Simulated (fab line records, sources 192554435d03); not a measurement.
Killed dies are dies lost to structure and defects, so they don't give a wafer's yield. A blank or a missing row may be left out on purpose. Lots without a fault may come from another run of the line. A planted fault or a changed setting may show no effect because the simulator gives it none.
fab line records | flow n5_finfet
record lots=7 wafers=39
route steps=1938 shown ZERO_LAYER@11 FIN_SAQP@134 MOL_CONTACT_COAG@584 BEOL_M2@879 BEOL_M5@1116 BEOL_M7@1267 BEOL_M8@1391
start_h: hours from the record's first day to the start of the lot's first wafer shown | wait_h: hours since the lot's step before | " the same as in the row above | L1.1+2: a row that stands for several wafers | - no value, or no start given | * or withheld: withheld | < > ~ a bound
route shown NAME@n: a module of which the file shows steps, and the number in the route of the first | usual: mean/standard deviation of fault-free wafers | same: alike in all rows | chamber/n: place in a boat | sites: the reading at each site | _std_site: their standard deviation | _edge_site: outer sites' mean less inner sites' | radius_mm: how far each site lies from the wafer's centre | mask NAME#n: copy n | behind: the tool/chamber that last shaped the wafer | hold: why the lot was held/for how many hours/how that ended | device: the transistor (n, p or np) that didn't switch | end of line: the same wafers' tests at the end of the route | a step without rows: its recipe alone | killed: dies lost to structure and defects at the first sort, not the wafer's yield | map: a wafer's dies, x killed, . not, _ none there
set.NAME: the setting as run; set.NAME@STEP: as run at that earlier step | model.NAME: the simulator's own value behind a step, which no gauge read
lots whose settings were changed on purpose; a table a step, a row a wafer
## steps
# step N5_ZERO_LAYER_DEVELOP_10
# recipe develop_time_s=60 rinse_liquid=diw dry=air_spin dev_temp_c=21
# columns lot.wafer tool chamber start_h wait_h set.develop_time_s
L076.1+2+6 litho_track-03 0 - - 80.81
L076.3+4+5 " 0 " " 60
L080.1+4+5 litho_track-04 0 - - 60
L080.2+3+6 " 0 " " 93.34
L081.1+2+3 litho_track-02 0 - - 60
L081.4+5+6 " 0 " " 26.38
L082.1+2+6 litho_track-02 0 - - 29.58
L082.3+4+5 " 0 " " 60
L086.1+5+6 litho_track-03 0 - - 60
L088.1+2+3+4+5+6 litho_track-03 0 - - 60
L096.1+3+5 litho_track-04 0 - - 60
L096.2+4+6 " 0 " " 71.5
# step N5_ZERO_LAYER_HARDBAKE_23
# recipe temp_c=130 time_s=120
# step N5_ZERO_LAYER_CD_MEAS_11
# recipe target_cd_nm=2000 landing_energy_ev=500 detector=se_inlens
# usual cd_nm=1999.7/1.5
# columns lot.wafer tool chamber start_h wait_h set.develop_time_s@ZERO_LAYER_DEVELOP_10 cd_nm
L076.1 cd_sem-03 0 24.64 - 80.81 2007.9
L076.2 " 0 " " 80.81 2005.9
L076.3 " 0 " " 60 2000.0
L076.4 " 0 " " 60 1999.7
L076.5 " 0 " " 60 1998.5
L076.6 " 0 " " 80.81 2007.2
L080.1 cd_sem-02 0 48.64 - 60 2000.7
L080.2 " 0 " " 93.34 2010.6
L080.3 " 0 " " 93.34 2010.8
L080.4 " 0 " " 60 1999.9
L080.5 " 0 " " 60 2000.5
L080.6 " 0 " " 93.34 2008.8
L081.1 cd_sem-01 0 54.64 - 60 2001.4
L081.2 " 0 " " 60 1999.3
L081.3 " 0 " " 60 2002.5
L081.4 " 0 " " 26.38 1983.4
L081.5 " 0 " " 26.38 1983.6
L081.6 " 0 " " 26.38 1982.4
L082.1 cd_sem-03 0 60.64 - 29.58 1985.9
L082.2 " 0 " " 29.58 1984.4
L082.3 " 0 " " 60 2001.9
L082.4 " 0 " " 60 2002.0
L082.5 " 0 " " 60 2001.1
L082.6 " 0 " " 29.58 1985.7
L086.1 cd_sem-01 0 84.77 - 60 1998.0
L086.5 " 0 " " 60 2000.1
L086.6 " 0 " " 60 2000.3
L088.1 cd_sem-01 0 96.79 - 60 1997.2
L088.2 " 0 " " 60 1996.4
L088.3 " 0 " " 60 1996.6
L088.4 " 0 " " 60 1998.2
L088.5 " 0 " " 60 1997.8
L088.6 " 0 " " 60 1998.6
L096.1 cd_sem-03 0 144.96 - 60 1999.7
L096.2 " 0 " " 71.5 2002.0
L096.3 " 0 " " 60 1998.0
L096.4 " 0 " " 71.5 2003.7
L096.5 " 0 " " 60 1999.5
L096.6 " 0 " " 71.5 2001.5
# step N5_ZERO_LAYER_DESCUM_16
# recipe chemistry=O2 time_s=7.9 source_power_w=50 bias_power_w=20 pressure_mtorr=20 rf_frequency_hz=2.712e+07 temp_c=40 o2_flow_sccm=225
# columns lot.wafer tool chamber start_h wait_h set.develop_time_s@ZERO_LAYER_DEVELOP_10 model.ZERO_LAYER.cd_nm
L076.1 rie_diel-03 3 24.68 0.0 80.81 2008
L076.2 " 1 " " 80.81 2006
L076.3+4 " 2 " " 60 2000
L076.5 " 3 " " 60 1999
L076.6 " 1 " " 80.81 2007
L080.1+4 rie_diel-03 2,1 48.68 0.0 60 2000
L080.2 " 1 " " 93.34 2010
L080.3 " 3 " " 93.34 2011
L080.5 " 2 " " 60 2001
L080.6 " 3 " " 93.34 2009
L081.1 rie_diel-06 3 54.68 0.0 60 2001
L081.2 " 2 " " 60 1999
L081.3 " 1 " " 60 2002
L081.4+5 " 0,1 " " 26.38 1983
L081.6 " 2 " " 26.38 1982
L082.1 rie_diel-06 3 61.24 0.6 29.58 1987
L082.2 " 2 " " 29.58 1985
L082.3+4 " 0,1 " " 60 2002
L082.5 " 2 " " 60 2001
L082.6 " 1 " " 29.58 1986
L086.1 rie_diel-06 2 85.24 0.5 60 1998
L086.5 " 3 " " 60 2001
L086.6 " 2 " " 60 2000
L088.1+2 rie_diel-02 0,3 96.83 0.0 60 1997
L088.3 " 2 " " 60 1996
L088.4+5 " 0,3 " " 60 1998
L088.6 " 2 " " 60 1999
L096.1 rie_diel-02 3 145.00 0.0 60 2000
L096.2 " 2 " " 71.5 2002
L096.3 " 0 " " 60 1998
L096.4 " 1 " " 71.5 2004
L096.5 " 0 " " 60 1999
L096.6 " 3 " " 71.5 2001
# step N5_FIN_SAQP_ETCH_69
# recipe chemistry=N2/H2 target=SOC target_depth_a=1500 stop_on=SiNx ion_energy_ev=100 bias_w=61 pressure_mtorr=30 source_w=850 n2_flow_sccm=200 h2_flow_sccm=200
# columns lot.wafer tool chamber start_h wait_h set.target_depth_a model.SOC_of_FIN_SAQP_COAT_68.thk_nm
L076.1 rie_diel-04 1 38.12 - 688.7 57.2
L076.2 " 2 " " 688.7 56.6
L076.3 " 0 " " 688.7 57.8
L076.4 " 3 " " 1500 6.8
L076.5+6 " 3,0 " " 1500 7
L080.1 rie_diel-05 3 62.87 - 1500 4.4
L080.2 " 0 " " 1500 6.2
L080.3 " 1 " " 1500 5.2
L080.4 " 2 " " 1500 5
L080.5 " 2 " " 1500 5.4
L080.6 " 3 " " 1500 4.2
L081.1+2+4 rie_diel-04 0,3,0 67.66 - 1979 0
L081.3+6 " 2 " " 1500 5.6
L081.5 " 3 " " 1500 7.2
L082.1 rie_diel-05 3 74.15 - 1500 4.2
L082.2+6 " 0 " " 1500 6.4
L082.3 " 1 " " 1500 4.8
L082.4 " 2 " " 1500 5.2
L082.5 " 3 " " 1500 4.6
L086.1 rie_diel-04 0 97.38 - 1500 7.8
L086.5 " 0 " " 1500 6.8
L086.6 " 3 " " 1500 7.6
L088.1 rie_diel-04 1 108.81 - 1500 5
L088.2+3+6 " 0,2,0 " " 2287 0
L088.4+5 " 1,2 " " 1500 6
L096.1+3 rie_diel-01 0,1 157.85 - 1500 5
L096.2 " 3 " " 1500 4.4
L096.4 " 2 " " 1500 6.8
L096.5 " 3 " " 1500 4.8
L096.6 " 0 " " 1500 5.4
# step N5_MOL_CONTACT_COAG_ETCHBACK_135
# recipe chemistry=CHF3 target=SiO2 target_depth_a=250 time_s=16.7 ion_energy_ev=200 pressure_mtorr=30 source_w=610 bias_w=170 Ar_flow_sccm=200 CHF3_flow_sccm=50
# columns lot.wafer tool chamber start_h wait_h set.time_s model.SOC_of_MOL_CONTACT_COAG_COAT_75.thk_nm
L076.1+4 rie_diel-05 1,2 110.21 0.0 16.7 57.4
L076.2+3+6 " 0,3,2 " " 16.7 57.2
L076.5 " 1 " " 16.7 57
L080.1+4 rie_diel-01 1,3 136.49 0.0 7.988 59
L080.2 " 2 " " 7.988 58.8
L080.3+5 " 0,2 " " 16.7 57.6
L080.6 " 3 " " 16.7 57.4
L081.1+4 rie_diel-04 1,0 141.32 0.0 16.7 57.4
L081.2 " 3 " " 19.66 56.8
L081.3+6 " 2,3 " " 19.66 56.6
L081.5 " 2 " " 16.7 57.2
L082.1 rie_diel-04 0 145.94 0.0 8.453 58.6
L082.2 " 3 " " 8.453 58.8
L082.3 " 2 " " 8.453 59
L082.4 " 1 " " 16.7 57.2
L082.5 " 0 " " 16.7 57.4
L082.6 " 1 " " 16.7 57.6
L086.1 rie_diel-05 3 173.57 0.0 16.7 57.4
L086.5+6 " 3,2 " " 16.7 57.6
L088.1+4+6 rie_diel-01 0,1,2 182.09 0.0 16.7 57.4
L088.2 " 2 " " 16.7 57.6
L088.3+5 " 3,1 " " 16.7 57.2
L096.1+2+4+5 rie_diel-04 1,2,0,2 240.67 0.0 16.7 57.4
L096.3 " 3 " " 16.7 57
L096.6 " 3 " " 16.7 57.2
# step N5_BEOL_M2_DESCUM_33
# recipe chemistry=O2 time_s=7 source_power_w=50 bias_power_w=20 pressure_mtorr=20 rf_frequency_hz=2.712e+07 temp_c=40 resist=CAR-EUV o2_flow_sccm=225
# columns lot.wafer tool chamber start_h wait_h set.time_s model.CAR-EUV_of_BEOL_M2_COAT_22.thk_nm
L076.1+2+4+5 rie_diel-04 2,1,3,2 152.20 0.0 7 26
L076.3+6 " 0,3 " " 7 26.2
L081.1+6 rie_diel-01 2 183.03 0.3 7 26
L081.2+3+4+5 " 1,3,3,1 " " 7 25.8
L080.1+5 rie_diel-04 2 183.16 0.0 10.7 24.2
L080.2+4 " 3 " " 7 26
L080.3 " 2 " " 10.7 24.4
L080.6 " 3 " " 7 26.2
L082.1+5+6 rie_diel-05 3,3,0 193.78 0.0 7 26.2
L082.2+3+4 " 2,0,1 " " 3.203 28.2
L086.1+5+6 rie_diel-04 2,2,3 208.46 0.0 7 26
L088.1+3 rie_diel-05 2,3 220.30 0.5 4.889 27.4
L088.2+5+6 " 1,2,3 " " 7 26.2
L088.4 " 0 " " 4.889 27.2
L096.1+2+5 rie_diel-05 1,2,2 287.39 0.0 7 26.2
L096.3+4+6 " 0,3,1 " " 5.884 26.6
# step N5_BEOL_M5_HM_DEP_02
# recipe material=TiN target_thk_a=200 temp_c=25 chamber_pressure_pa=0.49996
# columns lot.wafer tool chamber start_h wait_h set.target_thk_a model.TiN_of_BEOL_M5_HM_DEP_02.thk_nm
L076.1+5+6 pvd_sputter-01 - 197.85 0.0 303.1 30
L076.2 " - " " 200 19.6
L076.3+4 " - " " 200 19.8
L080.1+3 pvd_sputter-01 - 228.87 0.3 200 20
L080.2+6 " - " " 80.52 8.4
L080.4 " - " " 200 20.2
L080.5 " - " " 80.52 8
L081.1 pvd_sputter-01 - 235.97 0.9 200 20
L081.2+3+4+5+6 " - " " 200 19.8
L082.1+5+6 pvd_sputter-01 - 257.35 1.0 200 20
L082.2+3+4 " - " " 200 19.8
L086.1+5+6 pvd_sputter-02 - 292.95 1.3 200 20.2
L088.1+2+6 pvd_sputter-02 - 312.90 2.8 200 20
L088.3+4+5 " - " " 200 20.2
L096.1+4 pvd_sputter-02 - 361.70 1.8 200 20.2
L096.2+3+6 " - " " 94.67 9.8
L096.5 " - " " 200 20.4
# step N5_BEOL_M5_COAT_59
# recipe resist=SOC temp_c=250 time_s=60 spin_rpm=1500 resist_thk_nm=60
# step N5_BEOL_M5_COAT_60
# recipe resist=SiARC temp_c=220 time_s=60 spin_rpm=1500 resist_thk_nm=12
# step N5_BEOL_M5_STRIP_73
# recipe chemistry=N2/H2 temp_c=40 n2_flow_sccm=200 h2_flow_sccm=200 rf_frequency_hz=6e+07
# step N5_BEOL_M5_STRIP_64
# recipe chemistry=CF4 resist=SiARC power_w=300 bias_power_w=75 pressure_mtorr=50 cf4_flow_sccm=150 rf_frequency_hz=6e+07
# step N5_BEOL_M5_HM_OPEN_17
# recipe chemistry=Cl2/BCl3 target_depth_a=200 overetch_a=60 target=TiN mask_material=SOC ion_energy_ev=150 pressure_mtorr=10 icp_w=1000 bias_w=126 Cl2_flow_sccm=53.25 bcl3_flow_sccm=21.75 Ar_flow_sccm=25
# columns lot.wafer tool chamber start_h wait_h set.target_thk_a@BEOL_M5_HM_DEP_02 model.etch.depth_nm
L076.1+5 rie_metal-01 0 198.74 0.0 303.1 26.21
L076.2 " 1 " " 200 19.68
L076.3 " 1 " " 200 19.71
L076.4 " 0 " " 200 19.86
L076.6 " 1 " " 303.1 26.05
L080.1 rie_metal-01 0 229.66 0.0 200 19.93
L080.2 " 1 " " 80.52 8.309
L080.3 " 0 " " 200 19.97
L080.4 " 1 " " 200 20.17
L080.5 " 1 " " 80.52 8.093
L080.6 " 0 " " 80.52 8.324
L081.1 rie_metal-01 1 236.73 0.0 200 19.97
L081.2+3 " 0 " " 200 19.84
L081.4 " 1 " " 200 19.7
L081.5 " 0 " " 200 19.78
L081.6 " 1 " " 200 19.85
L082.1 rie_metal-02 0 258.11 0.0 200 19.99
L082.2 " 1 " " 200 19.79
L082.3 " 0 " " 200 19.77
L082.4 " 1 " " 200 19.88
L082.5+6 " 0,1 " " 200 20.02
L086.1 rie_metal-03 1 293.78 0.0 200 20.17
L086.5 " 0 " " 200 20.15
L086.6 " 1 " " 200 20.24
L088.1 rie_metal-01 1 313.79 0.0 200 19.96
L088.2 " 1 " " 200 20.06
L088.3+5 " 1 " " 200 20.11
L088.4 " 1 " " 200 20.14
L088.6 " 1 " " 200 20
L096.1 rie_metal-03 1 362.49 0.0 200 20.22
L096.2 " 0 " " 94.67 9.78
L096.3 " 1 " " 94.67 9.705
L096.4 " 0 " " 200 20.19
L096.5 " 1 " " 200 20.3
L096.6 " 0 " " 94.67 9.761
# step N5_BEOL_M7_HM_DEP_02
# recipe material=TiN target_thk_a=200 temp_c=25 chamber_pressure_pa=0.49996
# columns lot.wafer tool chamber start_h wait_h set.target_thk_a model.TiN_of_BEOL_M7_HM_DEP_02.thk_nm
L076.1+2 pvd_sputter-02 - 218.98 0.5 292.3 29.2
L076.3 " - " " 200 20.4
L076.4 " - " " 200 20.2
L076.5 " - " " 292.3 29.4
L076.6 " - " " 200 20
L080.1+2+3 pvd_sputter-01 - 250.75 1.4 200 19.8
L080.4+5+6 " - " " 200 20
L081.1 pvd_sputter-01 - 256.05 0.3 132 13
L081.2 " - " " 200 19.6
L081.3+5 " - " " 132 13.2
L081.4+6 " - " " 200 19.8
L082.1 pvd_sputter-03 - 275.76 0.1 160.3 15.6
L082.2+4 " - " " 160.3 15.8
L082.3+6 " - " " 200 19.6
L082.5 " - " " 200 19.8
L086.1+5+6 pvd_sputter-02 - 313.00 2.7 200 20.2
L088.1+3 pvd_sputter-01 - 334.09 0.3 304.7 30.6
L088.2+4+5 " - " " 200 20.2
L088.6 " - " " 304.7 30.8
L096.1+5 pvd_sputter-02 - 386.32 1.7 131.2 13.6
L096.2+3+4 " - " " 200 20.4
L096.6 " - " " 131.2 13.4
# step N5_BEOL_M7_COAT_59
# recipe resist=SOC temp_c=250 time_s=60 spin_rpm=1500 resist_thk_nm=100
# step N5_BEOL_M7_COAT_60
# recipe resist=SiARC temp_c=220 time_s=60 spin_rpm=1500 resist_thk_nm=35
# step N5_BEOL_M7_STRIP_68
# recipe chemistry=N2/H2 temp_c=40 n2_flow_sccm=200 h2_flow_sccm=200 rf_frequency_hz=6e+07
# step N5_BEOL_M7_STRIP_67
# recipe chemistry=CF4 resist=SiARC power_w=300 bias_power_w=75 pressure_mtorr=50 cf4_flow_sccm=150 rf_frequency_hz=6e+07
# step N5_BEOL_M7_HM_OPEN_17
# recipe chemistry=Cl2/BCl3 target_depth_a=200 overetch_a=60 target=TiN mask_material=SOC ion_energy_ev=150 pressure_mtorr=10 icp_w=1000 bias_w=126 Cl2_flow_sccm=53.25 bcl3_flow_sccm=21.75 Ar_flow_sccm=25
# columns lot.wafer tool chamber start_h wait_h set.target_thk_a@BEOL_M7_HM_DEP_02 model.etch.depth_nm
L076.1 rie_metal-02 1 219.86 0.0 292.3 25.95
L076.2 " 0 " " 292.3 26.46
L076.3 " 1 " " 200 20.3
L076.4 " 0 " " 200 20.19
L076.5 " 1 " " 292.3 26.23
L076.6 " 0 " " 200 20.07
L080.1 rie_metal-03 1 251.52 0.0 200 19.87
L080.2 " 1 " " 200 19.71
L080.3 " 1 " " 200 19.84
L080.4 " 1 " " 200 19.93
L080.5 " 1 " " 200 20.06
L080.6 " 1 " " 200 19.97
L081.1 rie_metal-02 0 256.79 0.0 132 12.97
L081.2 " 1 " " 200 19.66
L081.3 " 1 " " 132 13.11
L081.4 " 0 " " 200 19.9
L081.5 " 0 " " 132 13.17
L081.6 " 1 " " 200 19.73
L082.1 rie_metal-01 1 276.62 0.0 160.3 15.54
L082.2 " 0 " " 160.3 15.8
L082.3 " 1 " " 200 19.66
L082.4 " 0 " " 160.3 15.83
L082.5 " 0 " " 200 19.82
L082.6 " 1 " " 200 19.64
L086.1 rie_metal-02 1 313.74 0.0 200 20.25
L086.5 " 0 " " 200 20.17
L086.6 " 1 " " 200 20.3
L088.1 rie_metal-03 0 334.97 0.0 304.7 26.43
L088.2 " 1 " " 200 20.26
L088.3 " 1 " " 304.7 26.05
L088.4 " 0 " " 200 20.16
L088.5 " 1 " " 200 20.11
L088.6 " 0 " " 304.7 26.56
L096.1 rie_metal-03 0 387.93 0.0 131.2 13.54
L096.2 " 1 " " 200 20.37
L096.3 " 0 " " 200 20.34
L096.4 " 1 " " 200 20.35
L096.5 " 1 " " 131.2 13.53
L096.6 " 0 " " 131.2 13.41
# step N5_BEOL_M7_STRIP_19
# recipe chemistry=O2 power_w=400 temp_c=40 pressure_mtorr=30 rf_frequency_hz=6e+07 bias_power_w=0 overash_fraction=0.2 o2_flow_sccm=225
# step N5_BEOL_M7_ETCH_41
# recipe chemistry=CH3F/O2 target=SiCN target_depth_a=319 taper_deg=2 time_s=57.8 ion_energy_ev=120 mask_material=TiN pressure_mtorr=30 source_w=395 bias_w=75 Ar_flow_sccm=150 CH3F_flow_sccm=30 O2_flow_sccm=20
# step N5_BEOL_M7_STRIP_80
# recipe chemistry=N2/H2 time_s=10 power_w=450 temp_c=40 pressure_mtorr=20 rf_frequency_hz=6e+07 bias_power_w=7 n2_flow_sccm=200 h2_flow_sccm=200
# step N5_BEOL_M7_OCD_MEAS_38
# usual trench_depth_nm=93.5/1.1
# columns lot.wafer tool chamber start_h wait_h set.target_thk_a@BEOL_M7_HM_DEP_02 trench_depth_nm
L076.1 ocd-01 - 225.29 - 292.3 20.9
L076.2 " - " " 292.3 39.7
L076.3 " - " " 200 93.7
L076.4 " - " " 200 93.4
L076.5 " - " " 292.3 24.1
L076.6 " - " " 200 92.0
L080.1 ocd-02 - 255.36 - 200 93.9
L080.2 " - " " 200 94.2
L080.3 " - " " 200 92.0
L080.4 " - " " 200 93.3
L080.5 " - " " 200 92.4
L080.6 " - " " 200 93.9
L081.1 ocd-02 - 259.31 - 132 92.6
L081.2 " - " " 200 93.7
L081.3 " - " " 132 93.6
L081.4 " - " " 200 92.6
L081.5 " - " " 132 93.8
L081.6 " - " " 200 91.9
L082.1 ocd-02 - 278.32 - 160.3 94.0
L082.2 " - " " 160.3 93.9
L082.3 " - " " 200 94.6
L082.4 " - " " 160.3 93.3
L082.5 " - " " 200 93.8
L082.6 " - " " 200 94.4
L086.1 ocd-01 - 315.92 - 200 94.3
L086.5 " - " " 200 92.9
L086.6 " - " " 200 92.8
L088.1 ocd-01 - 336.41 - 304.7 5.1
L088.2 " - " " 200 93.5
L088.3 " - " " 304.7 1.9
L088.4 " - " " 200 95.4
L088.5 " - " " 200 93.7
L088.6 " - " " 304.7 5.1
L096.1 ocd-02 - 390.70 - 131.2 91.5
L096.2 " - " " 200 92.8
L096.3 " - " " 200 91.3
L096.4 " - " " 200 92.4
L096.5 " - " " 131.2 93.3
L096.6 " - " " 131.2 91.7
# step N5_BEOL_M8_CVD_78
# recipe material=Co target_thk_a=20 temp_c=withheld precursor=CCTBA/H2 pressure_torr=30 time_s=142.3
# columns lot.wafer tool chamber start_h wait_h set.target_thk_a model.Co_of_BEOL_M8_CVD_78.thk_nm
L076.1+2+4 cvd_co-02 1,0,1 240.79 0.0 20 2.2
L076.3+6 " 2,0 " " 30.57 3.2
L076.5 " 2 " " 30.57 3.4
L080.1+2+6 cvd_co-02 0,2,1 263.75 0.3 20 2
L080.3+5 " 1,2 " " 12.08 1.2
L080.4 " 0 " " 12.08 1
L081.1 cvd_co-01 1 268.25 0.0 20 2
L081.2+3+5 " 0,2,2 " " 10.65 1.2
L081.4+6 " 0,1 " " 20 2.2
L082.1+2+3+4+5+6 cvd_co-02 2,0,1,2,1,0 287.64 0.3 20 2
L086.1+6 cvd_co-01 1 326.85 0.1 20 2
L086.5 " 2 " " 20 1.8
L088.1+2+3+4+6 cvd_co-02 0,2,2,0,2 345.04 0.0 20 2.2
L088.5 " 0 " " 20 2.4
L096.1+4+6 cvd_co-01 1,1,2 400.01 0.3 28.31 2.8
L096.2+3 " 2,0 " " 20 2
L096.5 " 0 " " 20 2.2
## key
split step=N5_ZERO_LAYER_DEVELOP_10 setting=develop_time_s stated=60 by=wafer
response step=N5_ZERO_LAYER_CD_MEAS_11 reading=cd_nm change=+0.26 per=1% r=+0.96
response step=N5_ZERO_LAYER_DESCUM_16 reading=model.ZERO_LAYER.cd_nm change=+0.26 per=1% r=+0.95
split step=N5_FIN_SAQP_ETCH_69 setting=target_depth_a stated=1500 by=wafer
response step=N5_FIN_SAQP_ETCH_69 reading=model.SOC_of_FIN_SAQP_COAT_68.thk_nm shape=bent at_lowest=57.2 at_stated=5.727 at_highest=0
split step=N5_MOL_CONTACT_COAG_ETCHBACK_135 setting=time_s stated=16.7 by=wafer
response step=N5_MOL_CONTACT_COAG_ETCHBACK_135 reading=model.SOC_of_MOL_CONTACT_COAG_COAT_75.thk_nm change=-0.0281 per=1% r=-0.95
split step=N5_BEOL_M2_DESCUM_33 setting=time_s stated=7 by=wafer
response step=N5_BEOL_M2_DESCUM_33 reading=model.CAR-EUV_of_BEOL_M2_COAT_22.thk_nm change=-0.0354 per=1% r=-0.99
split step=N5_BEOL_M5_HM_DEP_02 setting=target_thk_a stated=200 by=wafer
response step=N5_BEOL_M5_HM_DEP_02 reading=model.TiN_of_BEOL_M5_HM_DEP_02.thk_nm change=+0.198 per=1% r=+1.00
response step=N5_BEOL_M5_HM_OPEN_17 reading=model.etch.depth_nm change=+0.176 per=1% r=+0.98
split step=N5_BEOL_M7_HM_DEP_02 setting=target_thk_a stated=200 by=wafer
response step=N5_BEOL_M7_HM_DEP_02 reading=model.TiN_of_BEOL_M7_HM_DEP_02.thk_nm change=+0.198 per=1% r=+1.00
response step=N5_BEOL_M7_HM_OPEN_17 reading=model.etch.depth_nm change=+0.15 per=1% r=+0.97
response step=N5_BEOL_M7_OCD_MEAS_38 reading=trench_depth_nm shape=bent at_lowest=92.2 at_stated=93.3 at_highest=4.0
split step=N5_BEOL_M8_CVD_78 setting=target_thk_a stated=20 by=wafer
response step=N5_BEOL_M8_CVD_78 reading=model.Co_of_BEOL_M8_CVD_78.thk_nm change=+0.0199 per=1% r=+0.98
